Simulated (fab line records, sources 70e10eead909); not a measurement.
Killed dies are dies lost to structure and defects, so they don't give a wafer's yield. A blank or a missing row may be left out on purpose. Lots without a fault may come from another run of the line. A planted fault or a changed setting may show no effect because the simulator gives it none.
fab line records | flow nand_harc
record lots=5 wafers=15 last_day=32
route steps=1302 shown A_ONON_D2@553 A_CHANNEL_HOLE_D2@570
lots that met no fault: from a run of the same line without faults
start_h: hours from the record's first day to the start of the lot's first wafer shown | wait_h: hours since the lot's step before | " the same as in the row above | L1.1+2: a row that stands for several wafers | - no value, or no start given | * or withheld: withheld | < > ~ a bound
route shown NAME@n: a module of which the file shows steps, and the number in the route of the first | usual: mean/standard deviation of fault-free wafers | same: alike in all rows | chamber/n: place in a boat | sites: the reading at each site | _std_site: their standard deviation | _edge_site: outer sites' mean less inner sites' | radius_mm: how far each site lies from the wafer's centre | mask NAME#n: copy n | behind: the tool/chamber that last shaped the wafer | hold: why the lot was held/for how many hours/how that ended | device: the transistor (n, p or np) that didn't switch | end of line: the same wafers' tests at the end of the route | a step without rows: its recipe alone | killed: dies lost to structure and defects at the first sort, not the wafer's yield | map: a wafer's dies, x killed, . not, _ none there
set.NAME: the setting as run; set.NAME@STEP: as run at that earlier step | model.NAME: the simulator's own value behind a step, which no gauge read
lots at some steps of the route; a table a step, a row a wafer
services: from which hour (start_h, from the record's first day; less than 0 if before it) a tool's chamber was out of use, for how many hours, and why
## steps
# step NHARC_A_ONON_D2_DEP_12
# recipe target_thk_a=10000 n2_flow_sccm=2750 n2o_flow_sccm=2000 nh3_flow_sccm=500 sih4_flow_sccm=210 temp_c=400
# columns lot.wafer tool chamber start_h wait_h
L075.2+5+6 pecvd_onon-04 0 284.44 0.1
L081.2+4+5 pecvd_onon-03 0 372.14 0.1
L086.2+5+6 pecvd_onon-01 0 397.05 0.3
L092.2+3+4 pecvd_onon-03 0 458.74 0.1
L094.4+5+6 pecvd_onon-03 0 470.91 0.2
# step NHARC_A_ONON_D2_THK_MEAS_14
# recipe thk_meas_gauge=ellipsometry
# usual thk_nm=1000/9.6
# columns lot.wafer tool chamber start_h wait_h thk_nm
L075.2 film_metro-02 - 284.90 - 999
L075.5 " - " " 996
L075.6 " - " " 997
L081.2 film_metro-02 - 372.61 - 991
L081.4 " - " " 989
L081.5 " - " " 988
L086.2 film_metro-02 - 397.50 - 990
L086.5 " - " " 989
L086.6 " - " " 991
L092.2 film_metro-01 - 459.20 - 989
L092.3 " - " " 988
L092.4 " - " " 988
L094.4 film_metro-01 - 471.25 - 996
L094.5 " - " " 996
L094.6 " - " " 997
# step NHARC_A_ONON_D2_ANNEAL_15
# recipe temp_c=750 time_s=3600
# columns lot.wafer tool chamber start_h wait_h
L075.2+5+6 furnace-03 0 288.57 3.7
L081.2+4+5 furnace-04 0 375.25 2.6
L086.2+5+6 furnace-04 0 400.81 3.3
L092.2+3+4 furnace-04 0 462.22 3.0
L094.4+5+6 furnace-04 0 474.27 3.0
# step NHARC_A_ONON_D2_DEP_16
# recipe target_thk_a=10000 n2_flow_sccm=2750 n2o_flow_sccm=2000 nh3_flow_sccm=500 sih4_flow_sccm=210 temp_c=400
# columns lot.wafer tool chamber start_h wait_h
L075.2+5+6 pecvd_onon-03 0 292.50 0.4
L081.2+4+5 pecvd_onon-04 0 379.16 0.4
L086.2+5+6 pecvd_onon-04 0 404.72 0.4
L092.2+3+4 pecvd_onon-01 0 466.13 0.4
L094.4+5+6 pecvd_onon-03 0 478.37 0.6
# step NHARC_A_ONON_D2_THK_MEAS_18
# recipe thk_meas_gauge=ellipsometry
# usual thk_nm=1001/11
# columns lot.wafer tool chamber start_h wait_h thk_nm
L075.2 film_metro-01 - 292.95 - 998
L075.5 " - " " 999
L075.6 " - " " 999
L081.2 film_metro-01 - 383.47 - 1004
L081.4 " - " " 1006
L081.5 " - " " 1003
L086.2 film_metro-02 - 405.17 - 1010
L086.5 " - " " 1009
L086.6 " - " " 1011
L092.2 film_metro-01 - 466.58 - 1010
L092.3 " - " " 1010
L092.4 " - " " 1008
L094.4 film_metro-02 - 478.70 - 993
L094.5 " - " " 993
L094.6 " - " " 993
# step NHARC_A_ONON_D2_DEP_19
# recipe target_thk_a=10000 n2_flow_sccm=2750 n2o_flow_sccm=2000 nh3_flow_sccm=500 sih4_flow_sccm=210 temp_c=400
# columns lot.wafer tool chamber start_h wait_h
L075.2+5+6 pecvd_onon-01 0 293.06 0.1
L081.2+4+5 pecvd_onon-04 0 383.61 0.1
L086.2+5+6 pecvd_onon-03 0 405.29 0.1
L092.2+3+4 pecvd_onon-03 0 466.70 0.1
L094.4+5+6 pecvd_onon-01 0 478.93 0.2
# step NHARC_A_ONON_D2_THK_MEAS_21
# recipe thk_meas_gauge=ellipsometry
# usual thk_nm=997/6.8
# columns lot.wafer tool chamber start_h wait_h thk_nm
L075.2 film_metro-01 - 293.51 - 986
L075.5 " - " " 987
L075.6 " - " " 985
L081.2 film_metro-01 - 384.06 - 1005
L081.4 " - " " 1003
L081.5 " - " " 1004
L086.2 film_metro-01 - 405.74 - 1001
L086.5 " - " " 1003
L086.6 " - " " 1001
L092.2 film_metro-01 - 467.15 - 989
L092.3 " - " " 990
L092.4 " - " " 991
L094.4 film_metro-01 - 479.27 - 987
L094.5 " - " " 991
L094.6 " - " " 990
# step NHARC_A_ONON_D2_DEP_22
# recipe target_thk_a=10000 n2_flow_sccm=2750 n2o_flow_sccm=2000 nh3_flow_sccm=500 sih4_flow_sccm=210 temp_c=400
# columns lot.wafer tool chamber start_h wait_h
L075.2+5+6 pecvd_onon-03 0 293.63 0.1
L081.2+4+5 pecvd_onon-01 0 384.29 0.2
L086.2+5+6 pecvd_onon-01 0 405.86 0.1
L092.2+3+4 pecvd_onon-04 0 467.27 0.1
L094.4+5+6 pecvd_onon-04 0 479.50 0.2
# step NHARC_A_ONON_D2_THK_MEAS_24
# recipe thk_meas_gauge=ellipsometry
# usual thk_nm=1001/11
# columns lot.wafer tool chamber start_h wait_h thk_nm
L075.2 film_metro-01 - 294.09 - 1009
L075.5 " - " " 1011
L075.6 " - " " 1009
L081.2 film_metro-01 - 384.75 - 1008
L081.4 " - " " 1008
L081.5 " - " " 1007
L086.2 film_metro-02 - 406.33 - 1020
L086.5 " - " " 1017
L086.6 " - " " 1016
L092.2 film_metro-01 - 467.75 - 980
L092.3 " - " " 979
L092.4 " - " " 979
L094.4 film_metro-01 - 479.84 - 990
L094.5 " - " " 991
L094.6 " - " " 989
# step NHARC_A_ONON_D2_DEP_25
# recipe target_thk_a=10000 n2_flow_sccm=2750 n2o_flow_sccm=2000 nh3_flow_sccm=500 sih4_flow_sccm=210 temp_c=400
# columns lot.wafer tool chamber start_h wait_h
L075.2+5+6 pecvd_onon-04 0 294.20 0.1
L081.2+4+5 pecvd_onon-03 0 385.22 0.5
L086.2+5+6 pecvd_onon-04 0 406.45 0.1
L092.2+3+4 pecvd_onon-01 0 467.86 0.1
L094.4+5+6 pecvd_onon-03 0 480.07 0.2
# step NHARC_A_ONON_D2_THK_MEAS_27
# recipe thk_meas_gauge=ellipsometry
# usual thk_nm=1001/8.4
# columns lot.wafer tool chamber start_h wait_h thk_nm
L075.2 film_metro-02 - 294.65 - 1009
L075.5 " - " " 1008
L075.6 " - " " 1009
L081.2 film_metro-01 - 385.67 - 1008
L081.4 " - " " 1008
L081.5 " - " " 1007
L086.2 film_metro-02 - 406.90 - 998
L086.5 " - " " 1000
L086.6 " - " " 999
L092.2 film_metro-01 - 468.32 - 988
L092.3 " - " " 987
L092.4 " - " " 989
L094.4 film_metro-02 - 480.41 - 1011
L094.5 " - " " 1012
L094.6 " - " " 1011
# step NHARC_A_ONON_D2_DEP_28
# recipe target_thk_a=10000 n2_flow_sccm=2750 n2o_flow_sccm=2000 nh3_flow_sccm=500 sih4_flow_sccm=210 temp_c=400
# columns lot.wafer tool chamber start_h wait_h
L075.2+5+6 pecvd_onon-01 0 294.77 0.1
L081.2+4+5 pecvd_onon-04 0 385.92 0.3
L086.2+5+6 pecvd_onon-03 0 407.02 0.1
L092.2+3+4 pecvd_onon-03 0 468.43 0.1
L094.4+5+6 pecvd_onon-01 0 480.64 0.2
# step NHARC_A_ONON_D2_THK_MEAS_30
# recipe thk_meas_gauge=ellipsometry
# usual thk_nm=1000/8
# columns lot.wafer tool chamber start_h wait_h thk_nm
L075.2 film_metro-01 - 295.22 - 997
L075.5 " - " " 998
L075.6 " - " " 997
L081.2 film_metro-01 - 386.37 - 993
L081.4 " - " " 993
L081.5 " - " " 993
L086.2 film_metro-02 - 407.47 - 1003
L086.5 " - " " 1007
L086.6 " - " " 1005
L092.2 film_metro-01 - 468.88 - 1002
L092.3 " - " " 1000
L092.4 " - " " 1002
L094.4 film_metro-02 - 480.98 - 1006
L094.5 " - " " 1006
L094.6 " - " " 1005
# step NHARC_A_ONON_D2_DEP_33
# recipe target_thk_a=2000 temp_c=400 pressure_torr=6.5 rf_w=900 teos_flow_sccm=161.4 flow_sccm=2650 target_thk_nm=200 gas=O2 material=SiO2
# usual heater_power_w=589/73 throttle_valve_pct=16.0/0.49
# columns lot.wafer tool chamber start_h wait_h heater_power_w throttle_valve_pct
L075.2 pecvd-04 2 295.27 0.1 740 15.9
L075.5 " 2 " " 746 15.7
L075.6 " 1 " " 501 15.9
L081.2 pecvd-03 1 386.53 0.2 597 15.2
L081.4 " 0 " " 639 16.7
L081.5 " 2 " " 641 16.0
L086.2 pecvd-04 1 407.52 0.1 544 16.3
L086.6 " 1 " " 546 16.3
L086.5 " 0 " " 664 16.1
L092.3 pecvd-03 0 468.94 0.1 625 16.8
L092.2 " 1 " " 560 15.1
L092.4 " 0 " " 611 16.9
L094.4 pecvd-03 0 481.17 0.2 564 16.9
L094.5 " 1 " " 667 15.4
L094.6 " 2 " " 679 16.3
# step NHARC_A_ONON_D2_THK_MEAS_34
# recipe thk_meas_gauge=ellipsometry
# usual thk_nm=199.6/2.6
# columns lot.wafer tool chamber start_h wait_h thk_nm
L075.2 film_metro-01 - 295.69 - 196.9
L075.5 " - " " 202.4
L075.6 " - " " 204.2
L081.2 film_metro-01 - 386.90 - 199.5
L081.4 " - " " 202.9
L081.5 " - " " 203.0
L086.2 film_metro-01 - 407.94 - 196.0
L086.5 " - " " 199.0
L086.6 " - " " 199.6
L092.2 film_metro-01 - 469.34 - 196.8
L092.3 " - " " 199.1
L092.4 " - " " 202.6
L094.4 film_metro-01 - 481.44 - 202.6
L094.5 " - " " 199.7
L094.6 " - " " 201.6
# step NHARC_A_ONON_D2_INSPECT_32
# usual raw_defect_count=384/150
# columns lot.wafer tool chamber start_h wait_h raw_defect_count
L075.2 defect_inspect-01 - 295.77 0.0 391
L075.5 " - " " 452
L075.6 " - " " 345
L081.2 defect_inspect-02 - 386.97 0.0 396
L081.4 " - " " 285
L081.5 " - " " 254
L086.2 defect_inspect-02 - 408.02 0.0 394
L086.5 " - " " 256
L086.6 " - " " 1380
L092.2 defect_inspect-02 - 469.43 0.0 347
L092.3 " - " " 231
L092.4 " - " " 344
L094.4 defect_inspect-02 - 481.51 0.0 182
L094.5 " - " " 178
L094.6 " - " " 364
# step NHARC_A_CHANNEL_HOLE_D2_DEP_00
# recipe target_thk_a=31000 temp_c=400 material=aC
# usual throttle_valve_pct=35.000/0.009
# columns lot.wafer tool chamber start_h wait_h throttle_valve_pct
L075.2 acl_dep-03 0 296.78 1.0 35.006
L075.5 " 0 " " 34.984
L075.6 " 0 " " 34.998
L081.2 acl_dep-02 0 391.90 4.9 35.001
L081.4 " 0 " " 34.986
L081.5 " 0 " " 35.008
L086.2 acl_dep-03 0 411.78 3.8 35.016
L086.5 " 0 " " 34.989
L086.6 " 0 " " 34.997
L092.2 acl_dep-01 0 471.24 1.8 34.985
L092.3 " 0 " " 34.985
L092.4 " 0 " " 34.998
L094.4 acl_dep-01 0 484.34 2.8 35.002
L094.5 " 0 " " 35.003
L094.6 " 0 " " 34.990
# step NHARC_A_CHANNEL_HOLE_D2_DEP_01
# recipe target_thk_a=1400 target_thk_nm=140 temp_c=400 pressure_torr=3.5 flow_sccm=200 rf_w=350 material=SiON
# usual heater_power_w=765/90
# columns lot.wafer tool chamber start_h wait_h heater_power_w
L075.2 pecvd-01 2 298.41 1.3 680
L075.6 " 2 " " 667
L075.5 " 0 " " 887
L081.2 pecvd-04 2 393.53 1.3 817
L081.5 " 1 " " 658
L081.4 " 2 " " 815
L086.2 pecvd-01 2 413.44 1.3 667
L086.6 " 1 " " 630
L086.5 " 2 " " 666
L092.3 pecvd-04 0 472.88 1.0 896
L092.2 " 1 " " 731
L092.4 " 1 " " 734
L094.4 pecvd-01 1 485.39 0.7 714
L094.6 " 2 " " 664
L094.5 " 0 " " 900
# step NHARC_A_CHANNEL_HOLE_D2_DEHYDRATE_02
# recipe temp_c=150 time_s=120
# usual chill_plate_temp_C=23.02/0.1
# columns lot.wafer tool chamber start_h wait_h chill_plate_temp_C
L075.2 litho_track-01 0 298.66 0.2 22.88
L075.5 " 0 " " 23.09
L075.6 " 0 " " 23.05
L081.2 litho_track-06 0 393.78 0.2 23.10
L081.4 " 0 " " 23.07
L081.5 " 0 " " 23.00
L086.2 litho_track-01 0 413.68 0.2 23.05
L086.5 " 0 " " 22.89
L086.6 " 0 " " 23.05
L092.2 litho_track-04 0 473.13 0.2 23.05
L092.3 " 0 " " 23.00
L092.4 " 0 " " 23.01
L094.4 litho_track-06 0 485.57 0.2 23.01
L094.5 " 0 " " 23.09
L094.6 " 0 " " 23.19
# step NHARC_A_CHANNEL_HOLE_D2_HMDS_03
# recipe time_s=30
# usual chill_plate_temp_C=22.98/0.1
# columns lot.wafer tool chamber start_h wait_h chill_plate_temp_C
L075.2 litho_track-01 0 - - 22.96
L075.5 " 0 " " 22.93
L075.6 " 0 " " 23.03
L081.2 litho_track-06 0 - - 22.98
L081.4 " 0 " " 22.99
L081.5 " 0 " " 22.88
L086.2 litho_track-01 0 - - 22.98
L086.5 " 0 " " 22.90
L086.6 " 0 " " 22.91
L092.2 litho_track-04 0 - - 22.84
L092.3 " 0 " " 22.80
L092.4 " 0 " " 22.91
L094.4 litho_track-06 0 - - 22.99
L094.5 " 0 " " 22.91
L094.6 " 0 " " 22.98
# step NHARC_A_CHANNEL_HOLE_D2_COAT_36
# recipe temp_c=260 time_s=75
# usual chill_plate_temp_C=23.02/0.096
# columns lot.wafer tool chamber start_h wait_h chill_plate_temp_C
L075.2 litho_track-01 0 - - 22.99
L075.5 " 0 " " 22.86
L075.6 " 0 " " 22.94
L081.2 litho_track-06 0 - - 23.08
L081.4 " 0 " " 23.18
L081.5 " 0 " " 23.08
L086.2 litho_track-01 0 - - 23.10
L086.5 " 0 " " 22.92
L086.6 " 0 " " 23.06
L092.2 litho_track-04 0 - - 23.13
L092.3 " 0 " " 23.15
L092.4 " 0 " " 23.07
L094.4 litho_track-06 0 - - 23.06
L094.5 " 0 " " 23.03
L094.6 " 0 " " 23.00
# step NHARC_A_CHANNEL_HOLE_D2_COAT_37
# recipe temp_c=225 time_s=65
# usual chill_plate_temp_C=23.03/0.12
# columns lot.wafer tool chamber start_h wait_h chill_plate_temp_C
L075.2 litho_track-01 0 - - 23.18
L075.5 " 0 " " 23.01
L075.6 " 0 " " 23.16
L081.2 litho_track-06 0 - - 23.04
L081.4 " 0 " " 23.02
L081.5 " 0 " " 23.13
L086.2 litho_track-01 0 - - 23.09
L086.5 " 0 " " 23.13
L086.6 " 0 " " 23.03
L092.2 litho_track-04 0 - - 23.18
L092.3 " 0 " " 23.10
L092.4 " 0 " " 23.15
L094.4 litho_track-06 0 - - 23.06
L094.5 " 0 " " 22.89
L094.6 " 0 " " 23.02
# step NHARC_A_CHANNEL_HOLE_D2_COAT_04
# recipe spin_rpm=1500 resist_thk_nm=90
# usual chill_plate_temp_C=22.99/0.096
# columns lot.wafer tool chamber start_h wait_h chill_plate_temp_C
L075.2 litho_track-01 0 - - 23.10
L075.5 " 0 " " 22.96
L075.6 " 0 " " 22.92
L081.2 litho_track-06 0 - - 23.16
L081.4 " 0 " " 23.07
L081.5 " 0 " " 23.01
L086.2 litho_track-01 0 - - 23.03
L086.5 " 0 " " 22.98
L086.6 " 0 " " 23.07
L092.2 litho_track-04 0 - - 23.18
L092.3 " 0 " " 23.03
L092.4 " 0 " " 23.01
L094.4 litho_track-06 0 - - 23.13
L094.5 " 0 " " 22.99
L094.6 " 0 " " 23.03
# step NHARC_A_CHANNEL_HOLE_D2_SOFTBAKE_05
# recipe temp_c=105 time_s=55
# usual chill_plate_temp_C=23.00/0.096
# columns lot.wafer tool chamber start_h wait_h chill_plate_temp_C
L075.2 litho_track-01 0 - - 23.04
L075.5 " 0 " " 23.03
L075.6 " 0 " " 22.97
L081.2 litho_track-06 0 - - 22.92
L081.4 " 0 " " 22.77
L081.5 " 0 " " 23.07
L086.2 litho_track-01 0 - - 23.05
L086.5 " 0 " " 22.98
L086.6 " 0 " " 23.19
L092.2 litho_track-04 0 - - 23.02
L092.3 " 0 " " 23.06
L092.4 " 0 " " 22.98
L094.4 litho_track-06 0 - - 22.94
L094.5 " 0 " " 22.97
L094.6 " 0 " " 22.93
# step NHARC_A_CHANNEL_HOLE_D2_EBR_06
# usual chill_plate_temp_C=22.99/0.11
# columns lot.wafer tool chamber start_h wait_h chill_plate_temp_C
L075.2 litho_track-01 0 - - 23.04
L075.5 " 0 " " 22.93
L075.6 " 0 " " 22.95
L081.2 litho_track-06 0 - - 23.17
L081.4 " 0 " " 23.11
L081.5 " 0 " " 23.17
L086.2 litho_track-01 0 - - 23.00
L086.5 " 0 " " 22.91
L086.6 " 0 " " 23.13
L092.2 litho_track-04 0 - - 22.86
L092.3 " 0 " " 23.05
L092.4 " 0 " " 22.88
L094.4 litho_track-06 0 - - 22.93
L094.5 " 0 " " 22.83
L094.6 " 0 " " 22.84
# step NHARC_A_CHANNEL_HOLE_D2_EXPOSE_07
# recipe na=1.35 target_cd_nm=100 sigma_outer=0.3 dose_mj=59.65 mask_id=HOLE_D2
# columns lot.wafer tool chamber start_h wait_h mask
L075.2+5+6 arfi_scanner-01 0 298.97 - HOLE_D2#0
L081.2+4+5 arfi_scanner-01 0 394.09 - HOLE_D2#0
L086.2+5+6 arfi_scanner-01 0 413.87 - HOLE_D2#0
L092.2+3+4 arfi_scanner-02 0 473.32 - HOLE_D2#0
L094.4+5+6 arfi_scanner-03 0 485.90 - HOLE_D2#0
# step NHARC_A_CHANNEL_HOLE_D2_PEB_08
# recipe peb_temp_c=100 peb_time_s=65
# usual chill_plate_temp_C=23.02/0.12
# same peb_time_s=65
# columns lot.wafer tool chamber start_h wait_h chill_plate_temp_C
L075.2 litho_track-04 0 299.03 0.1 22.99
L075.5 " 0 " " 22.87
L075.6 " 0 " " 22.92
L081.2 litho_track-04 0 394.15 0.1 22.97
L081.4 " 0 " " 22.91
L081.5 " 0 " " 22.93
L086.2 litho_track-01 0 413.93 0.1 23.00
L086.5 " 0 " " 22.85
L086.6 " 0 " " 22.93
L092.2 litho_track-01 0 473.38 0.1 23.00
L092.3 " 0 " " 23.01
L092.4 " 0 " " 23.04
L094.4 litho_track-01 0 485.95 0.0 22.95
L094.5 " 0 " " 22.91
L094.6 " 0 " " 22.99
# step NHARC_A_CHANNEL_HOLE_D2_DEVELOP_09
# recipe develop_time_s=35 dev_temp_c=23
# usual chill_plate_temp_C=22.99/0.11
# columns lot.wafer tool chamber start_h wait_h chill_plate_temp_C
L075.2 litho_track-04 0 - - 22.95
L075.5 " 0 " " 23.16
L075.6 " 0 " " 23.00
L081.2 litho_track-04 0 - - 23.01
L081.4 " 0 " " 23.10
L081.5 " 0 " " 23.01
L086.2 litho_track-01 0 - - 23.17
L086.5 " 0 " " 23.07
L086.6 " 0 " " 23.11
L092.2 litho_track-01 0 - - 23.03
L092.3 " 0 " " 23.11
L092.4 " 0 " " 23.02
L094.4 litho_track-01 0 - - 23.10
L094.5 " 0 " " 23.08
L094.6 " 0 " " 22.98
# step NHARC_A_CHANNEL_HOLE_D2_CD_MEAS_10
# recipe target_cd_nm=100 landing_energy_ev=500
# usual cd_nm=100.3/0.49
# columns lot.wafer tool chamber start_h wait_h cd_nm
L075.2 cd_sem-02 0 299.11 - 101.0
L075.5 " 0 " " 100.4
L075.6 " 0 " " 100.9
L081.2 cd_sem-02 0 394.23 - 99.6
L081.4 " 0 " " 100.1
L081.5 " 0 " " 100.0
L086.2 cd_sem-03 0 414.01 - 100.0
L086.5 " 0 " " 99.7
L086.6 " 0 " " 100.1
L092.2 cd_sem-03 0 473.46 - 100.1
L092.3 " 0 " " 100.0
L092.4 " 0 " " 100.9
L094.4 cd_sem-02 0 486.03 - 100.0
L094.5 " 0 " " 99.8
L094.6 " 0 " " 100.2
# step NHARC_A_CHANNEL_HOLE_D2_OVL_MEAS_11
# usual overlay_x_nm=-0.1/0.81 overlay_y_nm=0.4/1
# columns lot.wafer tool chamber start_h wait_h overlay_x_nm overlay_y_nm
L075.2 overlay-01 - 299.20 - -0.1 -1.3
L075.5 " - " " -0.3 -1.8
L075.6 " - " " 0.4 -1.2
L081.2 overlay-01 - 394.32 - 0.1 1.1
L081.4 " - " " -0.4 0.7
L081.5 " - " " 0.0 0.7
L086.2 overlay-02 - 414.09 - -0.2 -0.9
L086.5 " - " " -0.4 -0.3
L086.6 " - " " -0.7 -0.9
L092.2 overlay-02 - 473.54 - -0.6 2.0
L092.3 " - " " -0.8 1.7
L092.4 " - " " 0.0 1.3
L094.4 overlay-02 - 486.11 - 0.9 -0.2
L094.5 " - " " 0.2 -0.2
L094.6 " - " " -0.5 0.4
# step NHARC_A_CHANNEL_HOLE_D2_INSPECT_12
# usual raw_defect_count=28/22
# columns lot.wafer tool chamber start_h wait_h raw_defect_count
L075.2 defect_inspect-02 - 299.23 0.0 61
L075.5 " - " " 54
L075.6 " - " " 59
L081.2 defect_inspect-02 - 394.35 0.0 3
L081.4 " - " " 21
L081.5 " - " " 9
L086.2 defect_inspect-02 - 414.13 0.0 11
L086.5 " - " " 14
L086.6 " - " " 15
L092.2 defect_inspect-02 - 473.58 0.0 16
L092.3 " - " " 23
L092.4 " - " " 18
L094.4 defect_inspect-02 - 486.15 0.0 26
L094.5 " - " " 14
L094.6 " - " " 22
# step NHARC_A_CHANNEL_HOLE_D2_DESCUM_15
# recipe time_s=3 o2_flow_sccm=200 ar_flow_sccm=0 bias_power_w=0 chemistry=O2
# usual drypump_motor_current_A=5.7/0.32 oes_product_au=0.998/0.01 rf_vpp_V=57.7/0.89 showerhead_plenum_p_Torr=1.90/0.07 throttle_valve_pct=11.310/0.0095
# columns lot.wafer tool chamber start_h wait_h drypump_motor_current_A oes_product_au rf_hours_counter_h rf_vpp_V showerhead_plenum_p_Torr throttle_valve_pct
L075.2 rie_diel-02 3 299.29 0.1 5.8 0.988 4 57.4 1.91 11.315
L075.5 " 3 " " 5.7 0.988 - 57.9 1.91 11.301
L075.6 " 0 " " 5.4 0.995 - 57.1 2.00 11.308
L081.2 rie_diel-11 3 394.41 0.1 6.3 1.011 9 58.4 2.01 11.309
L081.4 " 1 " " 5.5 0.987 6 57.0 1.78 11.298
L081.5 " 3 " " 6.3 1.008 - 58.2 2.01 11.302
L086.2 rie_diel-11 3 414.21 0.1 6.3 1.002 10 58.5 2.01 11.312
L086.6 " 1 " " 5.5 0.992 - 56.2 1.78 11.293
L086.5 " 2 " " 5.4 0.986 - 58.6 1.87 11.316
L092.2 rie_diel-11 2 473.65 0.1 5.4 0.988 3 57.7 1.87 11.310
L092.4 " 3 " " 6.4 0.996 3 58.1 2.01 11.306
L092.3 " 0 " " 5.8 1.001 2 57.8 1.97 11.327
L094.4 rie_diel-02 3 486.22 0.1 5.8 0.993 4 57.8 1.91 11.306
L094.6 " 2 " " 5.7 0.996 - 56.3 1.88 11.316
L094.5 " 3 " " 5.7 0.996 - 58.6 1.91 11.316
# step NHARC_A_CHANNEL_HOLE_D2_ETCH_38
# recipe target_depth_a=390 over_etch_frac=0.3 time_s=65 ion_energy_ev=80 cf4_flow_sccm=150 ar_flow_sccm=0 rf_w=300 bias_w=100 chemistry=CF4
# usual drypump_motor_current_A=5.7/0.33 oes_product_au=0.997/0.01 rf_vpp_V=151.1/1.1 showerhead_plenum_p_Torr=1.76/0.062 throttle_valve_pct=13.285/0.009
# columns lot.wafer tool chamber start_h wait_h drypump_motor_current_A oes_product_au rf_hours_counter_h rf_vpp_V showerhead_plenum_p_Torr throttle_valve_pct
L075.2 rie_diel-02 2 299.39 0.1 5.7 0.993 4 151.4 1.74 13.289
L075.6 " 0 " " 5.5 1.000 - 152.2 1.84 13.279
L075.5 " 1 " " 6.0 1.000 - 150.6 1.70 13.285
L081.4 rie_diel-11 2 394.50 0.1 5.4 0.994 9 150.2 1.74 13.294
L081.2 " 3 " " 6.3 1.003 9 151.7 1.85 13.286
L081.5 " 2 " " 5.4 0.988 - 150.7 1.74 13.287
L086.2 rie_diel-11 3 414.28 0.1 6.3 1.009 10 151.2 1.85 13.283
L086.5 " 3 " " 6.3 1.008 - 151.6 1.85 13.287
L086.6 " 0 " " 5.8 0.997 - 152.1 1.82 13.277
L092.4 rie_diel-11 0 473.72 0.1 5.8 0.988 2 151.1 1.82 13.286
L092.3 " 1 " " 5.6 0.965 3 149.1 1.65 13.274
L092.2 " 2 " " 5.4 0.975 3 149.8 1.73 13.277
L094.4 rie_diel-02 3 486.31 0.1 5.7 1.001 4 152.0 1.76 13.284
L094.5 " 0 " " 5.5 0.991 - 152.3 1.84 13.288
L094.6 " 1 " " 5.9 1.000 - 151.5 1.70 13.274
# step NHARC_A_CHANNEL_HOLE_D2_ETCH_39
# recipe target_depth_a=2600 over_etch_frac=0.3 time_s=325 ion_energy_ev=200 n2_flow_sccm=150 h2_flow_sccm=150 ar_flow_sccm=0 rf_w=400 bias_w=150 chemistry=N2/H2
# usual drypump_motor_current_A=5.7/0.32 oes_product_au=0.998/0.011 rf_vpp_V=430.2/2.3 showerhead_plenum_p_Torr=2.03/0.08 throttle_valve_pct=14.171/0.0092
# columns lot.wafer tool chamber start_h wait_h drypump_motor_current_A oes_product_au rf_hours_counter_h rf_vpp_V showerhead_plenum_p_Torr throttle_valve_pct
L075.2 rie_diel-02 0 - - 5.5 0.997 4 433.0 2.13 14.160
L075.5 " 0 " " 5.5 0.992 - 434.1 2.13 14.171
L075.6 " 1 " " 6.0 0.990 - 427.0 1.95 14.183
L081.4 rie_diel-11 1 - - 5.5 0.995 6 426.2 1.89 14.174
L081.2 " 0 " " 5.8 1.003 5 432.9 2.10 14.170
L081.5 " 2 " " 5.4 0.995 - 428.9 2.00 14.183
L086.2 rie_diel-11 3 - - 6.3 1.007 10 432.7 2.14 14.169
L086.6 " 3 " " 6.3 1.001 - 432.8 2.14 14.153
L086.5 " 0 " " 5.7 0.993 - 431.9 2.10 14.164
L092.4 rie_diel-11 3 - - 6.3 1.006 3 434.8 2.14 14.170
L092.3 " 0 " " 5.8 0.993 2 432.9 2.10 14.176
L092.2 " 1 " " 5.6 0.995 3 426.6 1.89 14.183
L094.4 rie_diel-02 1 - - 6.0 1.010 6 427.0 1.95 14.176
L094.6 " 2 " " 5.7 1.001 - 429.8 2.00 14.162
L094.5 " 3 " " 5.7 1.009 - 431.3 2.03 14.164
# step NHARC_A_CHANNEL_HOLE_D2_ETCH_34
# recipe target_depth_a=1540 time_s=77 cf4_flow_sccm=100 chf3_flow_sccm=30 ar_flow_sccm=0 rf_w=500 bias_w=200 chemistry=CF4/CHF3
# usual drypump_motor_current_A=5.7/0.31 oes_product_au=0.953/0.025 rf_vpp_V=370.4/2 showerhead_plenum_p_Torr=1.56/0.056 throttle_valve_pct=16.801/0.0093
# columns lot.wafer tool chamber start_h wait_h drypump_motor_current_A oes_product_au rf_hours_counter_h rf_vpp_V showerhead_plenum_p_Torr throttle_valve_pct
L075.2 rie_diel-02 1 - - 5.9 0.928 2.5 367.2 1.51 16.796
L075.5 " 3 " " 5.7 0.912 - 370.9 1.57 16.803
L075.6 " 0 " " 5.5 0.918 - 373.1 1.64 16.803
L081.4 rie_diel-11 2 - - 5.4 0.968 9.2 370.5 1.54 16.794
L081.2 " 3 " " 6.3 0.983 8.7 374.1 1.65 16.792
L081.5 " 2 " " 5.4 0.960 - 369.8 1.54 16.794
L086.2 rie_diel-11 3 - - 6.3 0.938 10.3 373.6 1.65 16.788
L086.6 " 1 " " 5.6 0.928 - 368.0 1.47 16.806
L086.5 " 2 " " 5.4 0.914 - 370.5 1.54 16.795
L092.2 rie_diel-11 0 - - 5.7 0.982 2.5 373.8 1.62 16.799
L092.4 " 1 " " 5.5 0.942 2.7 366.7 1.47 16.794
L092.3 " 3 " " 6.3 0.972 2.8 373.7 1.65 16.800
L094.4 rie_diel-02 0 - - 5.5 0.971 6.8 373.4 1.64 16.807
L094.5 " 2 " " 5.7 0.950 - 370.5 1.55 16.800
L094.6 " 3 " " 5.7 0.954 - 370.9 1.57 16.807
## services
# columns tool chamber start_h hours kind
pecvd_onon-01 - 269.71 13.0 pm
pecvd-04 - 269.94 13.0 pm
rie_diel-11 0 283.12 16.4 repair
rie_diel-11 1 288.76 28.3 repair
rie_diel-02 0 290.11 2.6 repair
rie_diel-02 0 306.35 5.4 repair
pecvd_onon-04 - 311.00 13.0 pm
pecvd-01 - 311.33 13.0 pm
litho_track-01 - 330.00 7.0 pm
litho_track-06 - 354.00 7.0 pm
litho_track-04 - 378.00 7.0 pm
rie_diel-02 - 393.70 9.0 pm
pecvd-04 - 394.73 1.2 repair
rie_diel-11 1 404.02 6.6 repair
pecvd_onon-03 - 408.00 13.0 pm
rie_diel-02 - 417.89 2.5 repair
rie_diel-11 - 419.84 1.0 repair
rie_diel-11 - 432.91 9.0 pm
rie_diel-02 3 449.58 30.1 repair
pecvd_onon-01 - 450.71 13.0 pm
pecvd-04 - 450.94 13.0 pm
rie_diel-02 2 453.83 3.8 repair
furnace-04 - 471.96 1.9 repair
pecvd-04 2 486.61 11.9 repair
## key
fault none
